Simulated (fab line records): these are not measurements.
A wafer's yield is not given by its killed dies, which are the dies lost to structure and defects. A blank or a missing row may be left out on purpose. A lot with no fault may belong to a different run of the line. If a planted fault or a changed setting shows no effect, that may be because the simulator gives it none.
Chamber matching | flow n5-finfet | pecvd-02 running N5_BEOL_M9_PECVD_70: 3 sister chambers
The step deposits SiO2 from TEOS/O2, target thk 20 nm, time 22.7 s. 16 wafers are shown with their chamber, then 8 later ones without.

== WAFERS, EACH WITH ITS CHAMBER ==
wafer  | chamber | throttle-valve-pct (%) | showerhead-vpp-V (V) | heater-power-w (W)
L075.1 | 2       | 20.7                   | 1267                 | 627
L075.2 | 1       | 23.9                   | 1250                 | 840
L075.3 | 0       | 22.6                   | 1311                 | 770
L077.1 | 2       | 21.0                   | 1221                 | 616
L077.3 | 0       | 23.0                   | 1315                 | 774
L077.6 | 1       | 24.0                   | 1292                 | 894
L078.1 | 2       | 20.7                   | 1214                 | 540
L078.5 | 0       | 22.8                   | 1317                 | 772
L078.6 | 2       | 20.6                   | 1243                 | 549
L079.3 | 0       | 23.0                   | 1300                 | 681
L079.4 | 1       | 23.8                   | 1241                 | 781
L079.5 | 0       | 22.8                   | 1319                 | 701
L080.2 | 1       | 23.8                   | 1270                 | 722
L080.4 | 2       | 21.0                   | 1244                 | 542
L080.6 | 1       | 23.6                   | 1272                 | 732
L089.2 | 1       | 24.0                   | 1285                 | 864

SIGNATURES, as means of the wafers listed above
reading            | chamber 0 | chamber 1 | chamber 2 | scatter within a chamber
throttle-valve-pct | 22.840    | 23.850    | 20.800    | 0.168
showerhead-vpp-V   | 1312.40   | 1268.33   | 1237.80   | 17.4
heater-power-w     | 739.60    | 805.50    | 574.80    | 56.1
Rule: a wafer lies at a distance from a chamber equal to the root of the sum of squares, over the readings, of (its reading less the chamber's mean, divided by the reading's scatter). The wafer belongs to the nearest chamber; if the next one is less than 2 further off, it can't be placed. The scatter is the square root of a quotient: the sum, over the shown wafers, of each reading's squared deviation from its chamber's mean, divided by wafers minus chambers.

== WAFERS MISSING THEIR CHAMBER ==
wafer  | throttle-valve-pct (%) | showerhead-vpp-V (V) | heater-power-w (W)
L089.5 | 23.9                   | 1282                 | 846
L089.6 | 21.0                   | 1231                 | 601
L094.2 | 21.3                   | 1234                 | 603
L094.4 | 21.0                   | 1251                 | 595
L094.6 | 23.8                   | 1280                 | 888
L096.1 | 20.9                   | 1233                 | 560
L096.5 | 24.0                   | 1261                 | 876
L096.6 | 21.3                   | 1226                 | 559

== THE CHAMBER EACH PASSED THROUGH ==
wafer  | from the rows above | in truth
L089.5 | 1                   | 1
L089.6 | 2                   | 2
L094.2 | 2                   | 2
L094.4 | 2                   | 2
L094.6 | 1                   | 1
L096.1 | 2                   | 2
L096.5 | 1                   | 1
L096.6 | 2                   | 2
Correct placement for 8 of the 8. Not placeable from these rows: 0. 0 placed wrongly.
